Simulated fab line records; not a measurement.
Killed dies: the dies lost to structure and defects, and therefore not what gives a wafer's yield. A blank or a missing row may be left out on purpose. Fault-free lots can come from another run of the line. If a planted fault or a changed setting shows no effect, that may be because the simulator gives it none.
fab line records | flow n5Finfet
[record] lots = 12 wafers = 36 lastDay = 19
route steps=1938 shown BEOL_M10@1521 BEOL_M11@1541 PASSIVATION@1936
lots untouched by any fault: they come from a run of this same line in which no faults occurred
startH: hours from the record's first day to the start of the lot's first wafer shown | waitH: hours since the lot's step before | " as in the row above | L1.1+2: a row that stands for several wafers | - value missing, or start not given | * or withheld: withheld | < > ~ a bound
route shown NAME@n: names a module that has steps shown in the file, with the first one's number in the route | usual: mean/standard deviation taken from wafers without a fault | same: alike in all rows | chamber/n: place in a boat | sites: per-site readings | _std_site: how widely they spread, as a standard deviation | _edge_site: the outer-site mean with the inner-site mean subtracted | radiusMm: how far each site lies from the wafer's centre | mask NAME#n: copy n | behind: the tool/chamber that last shaped the wafer | hold: why the lot was held/for how many hours/how that ended | device: names the non-switching transistor (n, p or np) | end of line: the route-end tests of the same wafers | step lacking rows: just its recipe | killed: dies that structure and defects cost at the first sort, which is not the same as the wafer's yield | map: shows each die of a wafer: x if killed, . if not, _ if none is there
set.NAME: the setting as run; set.NAME@STEP: as run at that earlier step | model.NAME: the simulator's own value behind a step, which no gauge read
a sample of lots followed through the steps of the route, with each step as a table and each wafer as a row
services: the hour from which a tool's chamber was out of use, counted from the record's first day as startH (under 0 if before that day), plus the number of hours and why
[[steps]]
[step N5_BEOL_M10_CURE_72]
[recipe] tempC = 370 timeS = 120 ambient = DMADMS/He material = SiCOH_lowk
[usual] lampPowerPct = 52.31/0.058 wafer_temp_C_max = 371.8/0.53
// columns lot.wafer tool chamber startH waitH lampPowerPct wafer_temp_C_max
L931.1 uvCure-01 1 223.71 0.2 52.33 371.8
L931.2 " 1 " " 52.35 372.2
L931.5 " 1 " " 52.37 373.2
L932.1 uvCure-02 1 231.07 0.0 52.29 371.6
L932.2 " 1 " " 52.33 371.5
L932.5 " 1 " " 52.34 372.0
L936.1 uvCure-02 2 251.51 0.0 52.36 372.5
L936.2 " 2 " " 52.23 372.3
L936.6 " 2 " " 52.41 373.6
L937.2 uvCure-03 1 255.88 0.1 52.23 371.4
L937.5 " 1 " " 52.35 372.1
L937.6 " 1 " " 52.38 371.2
L938.1 uvCure-01 0 256.11 0.0 52.28 372.0
L938.2 " 0 " " 52.38 371.9
L938.5 " 0 " " 52.30 371.8
L939.1 uvCure-02 2 268.11 0.0 52.37 372.0
L939.4 " 2 " " 52.29 372.2
L939.6 " 2 " " 52.32 372.5
L941.2 uvCure-01 1 272.77 0.1 52.33 372.4
L941.4 " 1 " " 52.24 371.7
L941.5 " 1 " " 52.19 372.2
L940.4 uvCure-03 2 274.65 0.2 52.22 372.3
L940.5 " 2 " " 52.31 371.6
L940.6 " 2 " " 52.37 371.3
L946.1 uvCure-02 0 335.60 0.0 52.33 371.8
L946.2 " 0 " " 52.26 372.2
L946.5 " 0 " " 52.29 371.6
L948.1 uvCure-02 2 349.18 0.0 52.30 371.2
L948.2 " 2 " " 52.20 371.8
L948.6 " 2 " " 52.32 372.9
L952.2 uvCure-01 2 378.99 0.1 52.28 370.5
L952.5 " 2 " " 52.34 371.0
L952.6 " 2 " " 52.36 371.0
L951.2 uvCure-02 0 410.94 0.3 52.33 371.8
L951.3 " 0 " " 52.35 371.9
L951.6 " 0 " " 52.29 372.1
[step N5_BEOL_M10_THK_MEAS_53]
[recipe] thkMeasGauge = xrf reads = Cu_of_BEOL_M10_ECD_50
[usual] M10_THK = 139/3
// columns lot.wafer tool chamber startH waitH M10_THK[nm]
L931.1 filmMetro-01 - 226.75 - 138
L931.2 " - " " 133
L931.5 " - " " 135
L932.1 filmMetro-01 - 232.98 - 132
L932.2 " - " " 140
L932.5 " - " " 134
L936.1 filmMetro-02 - 253.37 - 136
L936.2 " - " " 138
L936.6 " - " " 134
L937.2 filmMetro-02 - 257.84 - 141
L937.5 " - " " 141
L937.6 " - " " 139
L938.1 filmMetro-01 - 260.02 - 147
L938.2 " - " " 139
L938.5 " - " " 141
L939.1 filmMetro-01 - 270.35 - 136
L939.4 " - " " 137
L939.6 " - " " 142
L941.2 filmMetro-02 - 274.85 - 141
L941.4 " - " " 139
L941.5 " - " " 139
L940.4 filmMetro-01 - 279.19 - 147
L940.5 " - " " 146
L940.6 " - " " 140
L946.1 filmMetro-02 - 337.80 - 137
L946.2 " - " " 141
L946.5 " - " " 137
L948.1 filmMetro-02 - 351.65 - 138
L948.2 " - " " 135
L948.6 " - " " 135
L952.2 filmMetro-01 - 383.20 - 136
L952.5 " - " " 138
L952.6 " - " " 143
L951.2 filmMetro-02 - 414.81 - 141
L951.3 " - " " 140
L951.6 " - " " 138
[step N5_BEOL_M10_DEP_56]
[recipe] material = SiCN targetThkA = 150 tempC = withheld precursor = 3MS/NH3 pressureTorr = 3 rfW = 202 timeS = 26.5
[usual] showerheadPlenumPTorr = 3.672/0.018 throttleValvePct = 9.2/0.69
// columns lot.wafer tool chamber startH waitH showerheadPlenumPTorr throttleValvePct
L931.1 pecvd-04 1 226.81 0.0 3.648 9.6
L931.2 " 0 " " 3.651 10.0
L931.5 " 1 " " 3.654 9.4
L932.1 pecvd-03 2 233.04 0.0 3.666 7.9
L932.2 " 0 " " 3.699 10.0
L932.5 " 0 " " 3.698 9.7
L936.1 pecvd-04 2 253.43 0.0 3.681 9.0
L936.2 " 0 " " 3.657 10.5
L936.6 " 1 " " 3.663 9.2
L937.2 pecvd-04 1 257.90 0.0 3.653 9.7
L937.5 " 0 " " 3.651 10.1
L937.6 " 2 " " 3.682 8.9
L938.1 pecvd-01 0 260.10 0.0 3.648 9.3
L938.2 " 1 " " 3.672 8.5
L938.5 " 1 " " 3.689 8.6
L939.1 pecvd-03 0 270.42 0.0 3.703 10.1
L939.4 " 1 " " 3.689 9.5
L939.6 " 2 " " 3.669 7.8
L941.2 pecvd-01 1 274.91 0.0 3.682 8.8
L941.4 " 1 " " 3.675 8.3
L941.5 " 0 " " 3.658 9.3
L940.4 pecvd-01 2 279.27 0.0 3.666 8.7
L940.5 " 0 " " 3.661 9.2
L940.6 " 1 " " 3.687 8.7
L946.1 pecvd-03 2 337.86 0.0 3.664 7.7
L946.2 " 1 " " 3.686 9.6
L946.5 " 2 " " 3.667 8.0
L948.1 pecvd-01 0 351.71 0.0 3.654 9.3
L948.2 " 2 " " 3.678 8.1
L948.6 " 1 " " 3.680 8.7
L952.2 pecvd-03 1 383.26 0.0 3.696 9.4
L952.5 " 2 " " 3.674 8.0
L952.6 " 1 " " 3.695 9.5
L951.2 pecvd-04 0 414.88 0.0 3.649 10.1
L951.3 " 2 " " 3.672 9.3
L951.6 " 0 " " 3.648 10.1
[step N5_BEOL_M11_COAT_59]
[recipe] resist = SOC tempC = 250 timeS = 60 spinRpm = 1500 resistThkNm = 100
[usual] spinSpeedRpm = 1499.9/1.1
// columns lot.wafer tool chamber startH waitH spinSpeedRpm
L931.1 lithoTrack-04 0 228.43 0.1 1500.2
L931.2 " 0 " " 1499.4
L931.5 " 0 " " 1500.0
L932.1 lithoTrack-04 0 235.19 0.1 1499.5
L932.2 " 0 " " 1500.5
L932.5 " 0 " " 1500.7
L936.1 lithoTrack-04 0 255.21 0.1 1498.2
L936.2 " 0 " " 1497.9
L936.6 " 0 " " 1498.6
L937.2 lithoTrack-04 0 259.60 0.1 1499.4
L937.5 " 0 " " 1500.1
L937.6 " 0 " " 1500.6
L938.1 lithoTrack-01 0 264.63 0.1 1499.6
L938.2 " 0 " " 1499.2
L938.5 " 0 " " 1498.8
L939.1 lithoTrack-02 0 272.44 0.1 1498.0
L939.4 " 0 " " 1497.9
L939.6 " 0 " " 1499.8
L941.2 lithoTrack-04 0 278.64 0.1 2142.1
L941.4 " 0 " " 2142.4
L941.5 " 0 " " 2143.0
L940.4 lithoTrack-04 0 280.37 0.1 2142.1
L940.5 " 0 " " 2143.1
L940.6 " 0 " " 2141.7
L946.1 lithoTrack-04 0 339.59 0.1 1500.2
L946.2 " 0 " " 1499.3
L946.5 " 0 " " 1499.8
L948.1 lithoTrack-01 0 356.16 0.1 1498.7
L948.2 " 0 " " 1499.3
L948.6 " 0 " " 1499.7
L952.2 lithoTrack-04 0 385.03 0.1 1500.7
L952.5 " 0 " " 1502.2
L952.6 " 0 " " 1502.1
L951.2 lithoTrack-01 0 418.62 0.1 1499.2
L951.3 " 0 " " 1498.0
L951.6 " 0 " " 1499.0
[step N5_PASSIVATION_PROBE_49]
[usual] defectLimitedYield = 91.3/1.7 killed_at_M0_to_M3 = 33/9.9 killed_at_M4_up = 14/6.4 killedAtContacts = 12/7 killedAtFrontEnd = 41/13 killedAtOther = 3.1/2.9 killedDies = 103/20 killedOpen = 67/14 killedShort = 34/9.4 sort_bin_5_function = 5.1/1.1 sort_bin_6_memory = 3.2/0.79 sort_bin_8_speed = 0.02/0.15 sortNPass = 1077/21 sortYieldPct = 91.2/1.7
[same] grossDies = 1180 killedAtBackSide = 0 sort_bin_4_leakage[%] = 0
// columns lot.wafer tool chamber startH waitH defectLimitedYield[%] killed_at_M0_to_M3 killed_at_M4_up killedAtContacts killedAtFrontEnd killedAtOther killedDies killedOpen killedShort sort_bin_5_function[%] sort_bin_6_memory[%] sort_bin_8_speed[%] sortNPass sortYieldPct[%]
L931.1 prober-02 - 270.93 0.0 92.3 32 12 14 32 1 91 70 21 4.5 3.0 0 1089 92.3
L931.2 prober-02 - 270.98 0.1 89.9 64 5 7 42 1 119 74 45 5.8 3.9 0 1061 89.9
L931.5 prober-02 - 271.13 0.2 93.6 22 12 3 34 4 75 51 24 4.2 2.1 0 1105 93.6
L932.1 prober-01 - 277.56 0.0 91.4 22 17 14 48 0 101 64 33 4.2 3.8 0 1079 91.4
L932.2 prober-01 - 277.61 0.1 91.4 25 12 9 56 0 102 67 35 5.8 2.5 0 1078 91.4
L932.5 prober-01 - 277.76 0.2 90.3 26 9 17 62 1 115 65 49 6.5 2.5 0 1065 90.3
L937.2 prober-02 - 302.92 0.1 92.8 38 7 3 36 1 85 50 34 3.7 3.1 0 1095 92.8
L937.5 prober-02 - 303.07 0.2 91.3 33 14 5 50 1 103 67 36 5.2 3.2 0 1077 91.3
L937.6 prober-02 - 303.12 0.3 92.2 26 13 15 36 2 92 53 37 4.2 3.3 0 1088 92.2
L938.1 prober-01 - 304.99 0.0 90.7 27 16 6 55 6 110 58 48 5.9 2.9 0 1070 90.7
L938.2 prober-01 - 305.04 0.1 92.5 37 5 9 37 1 89 47 40 4.6 2.8 0 1091 92.5
L938.5 prober-01 - 305.19 0.2 91.9 27 8 6 49 6 96 54 40 5.2 2.7 0 1084 91.9
L936.1 prober-01 - 305.67 0.0 87.7 28 33 10 71 3 145 85 60 6.8 4.9 0.08 1034 87.6
L936.2 prober-01 - 305.72 0.1 88.6 39 30 13 50 2 134 76 49 6.5 3.9 0 1046 88.6
L936.6 prober-01 - 305.92 0.3 89.0 30 26 7 66 1 130 81 41 5.8 4.2 0 1050 89.0
L941.2 prober-02 - 317.41 0.1 92.5 25 21 8 33 1 88 58 24 3.8 2.9 0 1092 92.5
L941.4 prober-02 - 317.51 0.2 93.2 19 16 13 29 3 80 52 28 4.2 2.3 0 1100 93.2
L941.5 prober-02 - 317.56 0.2 92.3 19 11 14 43 4 91 48 30 3.7 3.1 0 1089 92.3
L939.1 prober-01 - 319.02 0.0 91.0 30 15 9 51 1 106 75 29 4.8 3.7 0 1074 91.0
L939.4 prober-01 - 319.17 0.2 92.1 32 13 3 42 3 93 62 31 4.7 3.1 0 1087 92.1
L939.6 prober-01 - 319.27 0.3 92.8 14 16 5 48 2 85 55 30 3.9 3.1 0 1095 92.8
L940.4 prober-02 - 324.97 0.2 91.4 40 10 19 31 1 101 56 45 5.1 3.3 0 1079 91.4
L940.5 prober-02 - 325.02 0.2 89.7 45 8 19 37 12 121 76 39 5.8 3.7 0 1059 89.7
L940.6 prober-02 - 325.07 0.3 92.5 26 6 11 42 4 89 57 25 4.4 2.4 0 1091 92.5
L946.1 prober-02 - 395.11 0.0 92.4 32 10 14 34 0 90 44 42 4.4 2.6 0 1090 92.4
L946.2 prober-02 - 395.16 0.1 92.3 27 4 16 39 5 91 47 38 4.8 2.6 0 1089 92.3
L946.5 prober-02 - 395.31 0.2 90.8 19 9 29 51 0 108 64 43 6.3 2.5 0 1072 90.8
L948.1 prober-01 - 402.45 0.0 93.3 34 6 12 24 3 79 51 28 3.1 3.4 0 1101 93.3
L948.2 prober-01 - 402.50 0.1 95.2 19 9 6 15 8 57 29 25 3.1 1.5 0 1123 95.2
L948.6 prober-01 - 402.70 0.3 93.1 28 9 19 24 1 81 59 20 4.3 2.5 0 1099 93.1
L952.2 prober-01 - 437.73 0.1 92.0 21 13 7 53 0 94 68 26 4.3 3.6 0 1086 92.0
L952.5 prober-01 - 437.88 0.2 89.8 37 8 11 60 4 120 85 34 6.2 3.8 0 1060 89.8
L952.6 prober-01 - 437.93 0.3 87.3 64 15 12 57 2 150 97 50 7.8 4.8 0 1030 87.3
L951.2 prober-01 - 467.45 0.1 89.1 25 24 6 73 1 129 89 40 6.7 3.7 0 1051 89.1
L951.3 prober-01 - 467.50 0.1 90.3 36 29 7 42 0 114 92 21 6.4 3.1 0 1066 90.3
L951.6 prober-01 - 467.65 0.3 89.8 43 19 5 53 0 120 92 28 5.8 4.1 0 1060 89.8
// killed by level:class
L931.1 BEOL_M0_SAQP:geometricParticle:open=12 MOL_CONTACT_COAG:geometricParticle:open=9 STI_FIN_REVEAL:geometricParticle:open=7 FIN_SAQP:geometricParticle:open=5 MOL_CONTACT_COAG:geometricParticle:short=5 BEOL_M2:geometricParticle:open=5 DUMMY_GATE:geometricParticle:open=4 GATE_CUT:geometricParticle:open=4
L931.2 BEOL_M3:geometricParticle:open=20 FIN_SAQP:geometricParticle:short=14 BEOL_M0_SAQP:geometricParticle:short=13 FIN_SAQP:geometricParticle:open=11 BEOL_M0_SAQP:geometricParticle:open=11 MOL_CONTACT_COAG:geometricParticle:open=6 BEOL_M2:geometricParticle:open=6 BEOL_M3:geometricParticle:short=6
L931.5 FIN_SAQP:geometricParticle:short=7 BEOL_M3:geometricParticle:open=7 FIN_SAQP:geometricParticle:open=6 STI_FIN_REVEAL:geometricParticle:open=6 DUMMY_GATE:geometricParticle:open=5 BEOL_M0_SAQP:geometricParticle:open=5 BEOL_M2:geometricParticle:open=5 BEOL_M0_SAQP:geometricParticle:short=3
L932.1 FIN_SAQP:geometricParticle:open=11 MOL_CONTACT_COAG:geometricParticle:open=11 GATE_CUT:geometricParticle:short=9 FIN_SAQP:geometricParticle:short=8 BEOL_M0_SAQP:geometricParticle:open=8 BEOL_M4:geometricParticle:open=7 GATE_CUT:geometricParticle:open=5 BEOL_M0_SAQP:geometricParticle:short=4
L932.2 FIN_SAQP:geometricParticle:short=13 FIN_SAQP:geometricParticle:open=11 STI_FIN_REVEAL:geometricParticle:open=8 MOL_CONTACT_COAG:geometricParticle:open=8 BEOL_M2:geometricParticle:open=8 BEOL_M4:geometricParticle:open=6 BEOL_M3:geometricParticle:open=5 DUMMY_GATE:geometricParticle:open=4
L932.5 FIN_SAQP:geometricParticle:short=18 MOL_CONTACT_COAG:geometricParticle:open=13 FIN_SAQP:geometricParticle:open=9 BEOL_M3:geometricParticle:open=9 GATE_CUT:geometricParticle:short=8 BEOL_M2:geometricParticle:open=5 STARTING-WAFER:geometricParticle:short=5 MOL_CONTACT_COAG:geometricParticle:short=4
L937.2 FIN_SAQP:geometricParticle:short=12 BEOL_M1:geometricParticle:open=10 BEOL_M3:geometricParticle:open=8 FIN_SAQP:geometricParticle:open=6 STI_FIN_REVEAL:geometricParticle:open=6 BEOL_M0_SAQP:geometricParticle:short=5 BEOL_M0_SAQP:geometricParticle:open=4 MOL_CONTACT_COAG:geometricParticle:open=3
L937.5 FIN_SAQP:geometricParticle:short=17 FIN_SAQP:geometricParticle:open=11 BEOL_M1:geometricParticle:open=10 BEOL_M2:geometricParticle:open=7 BEOL_M3:geometricParticle:open=6 STI_FIN_REVEAL:geometricParticle:open=5 BEOL_M4:geometricParticle:open=4 STARTING-WAFER:geometricParticle:open=4
L937.6 FIN_SAQP:geometricParticle:short=14 MOL_CONTACT_COAG:geometricParticle:open=12 BEOL_M3:geometricParticle:open=6 BEOL_M2:geometricParticle:open=6 BEOL_M6:geometricParticle:open=6 STI_FIN_REVEAL:geometricParticle:open=4 BEOL_M1:geometricParticle:open=4 BEOL_M0_SAQP:geometricParticle:short=3
L938.1 FIN_SAQP:geometricParticle:short=19 FIN_SAQP:geometricParticle:open=7 STI_FIN_REVEAL:geometricParticle:open=6 BEOL_M0_SAQP:geometricParticle:open=6 BEOL_M4:geometricParticle:open=6 SPACER0:geometricParticle:open=5 MOL_CONTACT_COAG:geometricParticle:open=5 BEOL_M1:geometricParticle:open=5
L938.2 GATE_CUT:geometricParticle:short=10 BEOL_M0_SAQP:geometricParticle:open=7 BEOL_M3:geometricParticle:open=7 MOL_CONTACT_COAG:geometricParticle:open=6 BEOL_M1:geometricParticle:open=6 BEOL_M0_SAQP:geometricParticle:short=5 BEOL_M2:geometricParticle:open=5 BEOL_M1:geometricParticle:short=4
L938.5 STI_FIN_REVEAL:geometricParticle:open=16 FIN_SAQP:geometricParticle:short=13 MOL_CONTACT_COAG:geometricParticle:open=6 BEOL_M3:geometricParticle:open=6 BEOL_M4:geometricParticle:short=5 DUMMY_GATE:geometricParticle:open=4 BEOL_M0_SAQP:geometricParticle:open=4 BEOL_M1:geometricParticle:open=4
L936.1 FIN_SAQP:geometricParticle:short=26 BEOL_M4:geometricParticle:open=22 FIN_SAQP:geometricParticle:open=15 MOL_CONTACT_COAG:geometricParticle:open=8 BEOL_M0_SAQP:geometricParticle:open=6 STI_FIN_REVEAL:geometricParticle:open=6 GATE_CUT:geometricParticle:short=6 BEOL_M2:geometricParticle:short=5
L936.2 BEOL_M4:geometricParticle:open=16 BEOL_M0_SAQP:geometricParticle:open=12 MOL_CONTACT_COAG:geometricParticle:open=12 GATE_CUT:geometricParticle:short=11 FIN_SAQP:geometricParticle:short=10 HKMG_FIN:areaEtch=9 BEOL_M2:geometricParticle:open=8 BEOL_M0_SAQP:geometricParticle:short=7
L936.6 BEOL_M4:geometricParticle:open=14 FIN_SAQP:geometricParticle:open=12 FIN_SAQP:geometricParticle:short=11 BEOL_M0_SAQP:geometricParticle:open=11 STI_FIN_REVEAL:geometricParticle:open=8 HKMG_FIN:areaEtch=8 MOL_CONTACT_COAG:geometricParticle:open=6 DUMMY_GATE:geometricParticle:open=5
L941.2 BEOL_M4:geometricParticle:open=9 BEOL_M2:geometricParticle:open=8 FIN_SAQP:geometricParticle:open=7 MOL_CONTACT_COAG:geometricParticle:open=6 BEOL_M0_SAQP:geometricParticle:open=5 BEOL_M4:geometricParticle:short=5 HKMG_FIN:areaEtch=5 FIN_SAQP:geometricParticle:short=4
L941.4 MOL_CONTACT_COAG:geometricParticle:open=12 BEOL_M4:geometricParticle:open=11 STARTING-WAFER:geometricParticle:short=6 BEOL_M1:geometricParticle:open=5 STI_FIN_REVEAL:geometricParticle:open=4 BEOL_M0_SAQP:geometricParticle:short=4 FIN_SAQP:geometricParticle:open=3 FIN_SAQP:geometricParticle:short=3
L941.5 MOL_CONTACT_COAG:geometricParticle:open=12 HKMG_FIN:areaEtch=9 FIN_SAQP:geometricParticle:short=6 BEOL_M0_SAQP:geometricParticle:short=6 BEOL_M4:geometricParticle:open=6 FIN_SAQP:geometricParticle:open=5 BEOL_M2:geometricParticle:open=5 DUMMY_GATE:geometricParticle:open=4
L939.1 FIN_SAQP:geometricParticle:short=16 FIN_SAQP:geometricParticle:open=15 BEOL_M1:geometricParticle:open=11 MOL_CONTACT_COAG:geometricParticle:open=7 DUMMY_GATE:geometricParticle:open=4 STARTING-WAFER:geometricParticle:open=4 BEOL_M0_SAQP:geometricParticle:open=4 BEOL_M0:geometricParticle:open=4
L939.4 FIN_SAQP:geometricParticle:open=16 FIN_SAQP:geometricParticle:short=12 BEOL_M2:geometricParticle:open=7 BEOL_M3:geometricParticle:open=7 BEOL_M0_SAQP:geometricParticle:open=6 BEOL_M4:geometricParticle:open=4 GATE_CUT:geometricParticle:short=3 MOL_CONTACT_COAG:geometricParticle:open=3
L939.6 FIN_SAQP:geometricParticle:open=14 FIN_SAQP:geometricParticle:short=10 STI_FIN_REVEAL:geometricParticle:open=6 BEOL_M4:geometricParticle:open=6 BEOL_M5:geometricParticle:open=5 GATE_CUT:geometricParticle:open=4 GATE_CUT:geometricParticle:short=4 MOL_CONTACT_COAG:geometricParticle:open=4
L940.4 MOL_CONTACT_COAG:geometricParticle:open=14 BEOL_M0_SAQP:geometricParticle:short=13 BEOL_M0_SAQP:geometricParticle:open=9 BEOL_M2:geometricParticle:open=8 FIN_SAQP:geometricParticle:open=6 FIN_SAQP:geometricParticle:short=6 GATE_CUT:geometricParticle:short=6 MOL_CONTACT_COAG:geometricParticle:short=5
L940.5 MOL_CONTACT_COAG:geometricParticle:open=17 BEOL_M0_SAQP:geometricParticle:open=10 FIN_SAQP:geometricParticle:short=9 BEOL_M1:geometricParticle:open=9 BEOL_M2:geometricParticle:open=8 BEOL_M0_SAQP:geometricParticle:short=6 PASS1_DEP:geometricParticle:open=6 HKMG_FIN:areaEtch=6
L940.6 FIN_SAQP:geometricParticle:open=10 MOL_CONTACT_COAG:geometricParticle:open=9 BEOL_M2:geometricParticle:open=7 HKMG_FIN:areaEtch=7 BEOL_M3:geometricParticle:open=6 FIN_SAQP:geometricParticle:short=5 BEOL_M0_SAQP:geometricParticle:short=5 BEOL_M0_SAQP:geometricParticle:open=4
L946.1 BEOL_M0_SAQP:geometricParticle:short=13 FIN_SAQP:geometricParticle:short=12 MOL_CONTACT_COAG:geometricParticle:open=11 BEOL_M2:geometricParticle:open=8 GATE_CUT:geometricParticle:short=4 BEOL_M0_SAQP:geometricParticle:open=4 FIN_SAQP:geometricParticle:open=3 MOL_CONTACT_COAG:geometricParticle:short=3
L946.2 FIN_SAQP:geometricParticle:short=11 FIN_SAQP:geometricParticle:open=9 MOL_CONTACT_COAG:geometricParticle:open=9 BEOL_M3:geometricParticle:open=8 GATE_CUT:geometricParticle:short=7 MOL_CONTACT_COAG:geometricParticle:short=7 BEOL_M1:geometricParticle:open=5 GATE_CUT:geometricParticle:open=4
L946.5 MOL_CONTACT_COAG:geometricParticle:open=24 FIN_SAQP:geometricParticle:short=16 FIN_SAQP:geometricParticle:open=13 BEOL_M0_SAQP:geometricParticle:open=6 GATE_CUT:geometricParticle:short=5 MOL_CONTACT_COAG:geometricParticle:short=5 STI_FIN_REVEAL:geometricParticle:open=4 BEOL_M0_SAQP:geometricParticle:short=4
L948.1 MOL_CONTACT_COAG:geometricParticle:open=9 GATE_CUT:geometricParticle:short=6 BEOL_M0_SAQP:geometricParticle:open=6 BEOL_M3:geometricParticle:open=6 BEOL_M0_SAQP:geometricParticle:short=5 DUMMY_GATE:geometricParticle:open=4 GATE_CUT:geometricParticle:open=4 BEOL_M0:geometricParticle:open=4
L948.2 MIM_TOP_ETCH:geometricParticle:short=6 FIN_SAQP:geometricParticle:short=5 MOL_CONTACT_COAG:geometricParticle:open=5 BEOL_M0_SAQP:geometricParticle:short=5 BEOL_M2:geometricParticle:open=4 FIN_SAQP:geometricParticle:open=3 BEOL_M3:geometricParticle:open=3 FIN_CUT:geometricParticle:open=2
L948.6 MOL_CONTACT_COAG:geometricParticle:open=17 BEOL_M3:geometricParticle:open=7 BEOL_M0_SAQP:geometricParticle:short=5 DUMMY_GATE:geometricParticle:open=4 GATE_CUT:geometricParticle:short=4 BEOL_M0_SAQP:geometricParticle:open=4 BEOL_M2:geometricParticle:open=4 BEOL_M0:geometricParticle:open=3
L952.2 STI_FIN_REVEAL:geometricParticle:open=10 FIN_SAQP:geometricParticle:short=9 FIN_SAQP:geometricParticle:open=9 MOL_CONTACT_COAG:geometricParticle:open=7 BEOL_M0_SAQP:geometricParticle:open=7 DUMMY_GATE:geometricParticle:open=6 BEOL_M0_SAQP:geometricParticle:short=4 STARTING-WAFER:geometricParticle:short=3
L952.5 STI_FIN_REVEAL:geometricParticle:open=27 BEOL_M0_SAQP:geometricParticle:short=15 MOL_CONTACT_COAG:geometricParticle:open=10 STARTING-WAFER:geometricParticle:open=8 BEOL_M0_SAQP:geometricParticle:open=7 FIN_SAQP:geometricParticle:short=6 BEOL_M0:geometricParticle:open=6 FIN_SAQP:geometricParticle:open=5
L952.6 BEOL_M0_SAQP:geometricParticle:short=23 BEOL_M0_SAQP:geometricParticle:open=20 STI_FIN_REVEAL:geometricParticle:open=17 FIN_SAQP:geometricParticle:open=14 BEOL_M2:geometricParticle:open=11 MOL_CONTACT_COAG:geometricParticle:open=10 FIN_SAQP:geometricParticle:short=8 BEOL_M5:geometricParticle:open=6
L951.2 STI_FIN_REVEAL:geometricParticle:open=42 BEOL_M4:geometricParticle:open=12 STI_FIN_REVEAL:geometricParticle:short=7 GATE_CUT:geometricParticle:short=7 MOL_CONTACT_COAG:geometricParticle:open=6 BEOL_M1:geometricParticle:open=6 BEOL_M4:geometricParticle:short=6 BEOL_M5:geometricParticle:open=6
L951.3 STI_FIN_REVEAL:geometricParticle:open=24 BEOL_M3:geometricParticle:open=10 BEOL_M4:geometricParticle:open=10 BEOL_M5:geometricParticle:open=9 BEOL_M1:geometricParticle:open=7 MOL_CONTACT_COAG:geometricParticle:open=5 BEOL_M3:geometricParticle:short=5 BEOL_M6:geometricParticle:open=5
L951.6 STI_FIN_REVEAL:geometricParticle:open=31 BEOL_M0_SAQP:geometricParticle:open=14 BEOL_M4:geometricParticle:open=11 BEOL_M3:geometricParticle:open=10 BEOL_M0_SAQP:geometricParticle:short=8 STI_FIN_REVEAL:geometricParticle:short=4 BEOL_M3:geometricParticle:short=4 BEOL_M5:geometricParticle:open=4
[[services]]
// columns tool chamber startH hours kind
pecvd-01 2 217.52 5.5 scheduledDown
lithoTrack-01 - 224.48 - consumableReplace:filter
uvCure-02 - 228.20 2.1 pm
pecvd-04 0 231.97 6.2 repair
pecvd-01 0 233.33 2.1 scheduledDown
pecvd-01 2 258.14 2.1 scheduledDown
uvCure-02 - 280.60 2.8 pm
pecvd-04 1 281.92 2.1 scheduledDown
pecvd-01 0 296.54 5.5 scheduledDown
uvCure-03 - 310.72 1.0 pm
pecvd-04 2 311.99 5.5 scheduledDown
uvCure-02 - 337.34 11.2 repair
uvCure-03 - 359.24 0.7 repair
pecvd-04 1 383.62 - clean
pecvd-04 1 383.62 - consumableReplace:showerhead
pecvd-04 1 383.62 29.0 scheduledDown
pecvd-04 1 383.62 29.0 ventCycle
pecvd-01 - 393.43 1.5 repair
pecvd-03 - 410.66 1.0 repair
[[key]]
[firstSign] step = N5_BEOL_M11_COAT_59 reading = spinSpeedRpm direction = up sigmas = 99+ usual = * struck = *
effect none on later readings
metAt N5_BEOL_M11_COAT_59
struckLots L940,L941
notActingAt N5_BEOL_M10_CURE_72,N5_BEOL_M10_THK_MEAS_53,N5_BEOL_M10_DEP_56
onsetBetween 259.60 278.64
[fault] kind = processParameterDrift tool = lithoTrack-04 chamber = - onsetH = 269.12 steps = N5_BEOL_M11_COAT_59 channel = spinRpm offset = * shape = step endH = 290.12 actsIn = * stated = *
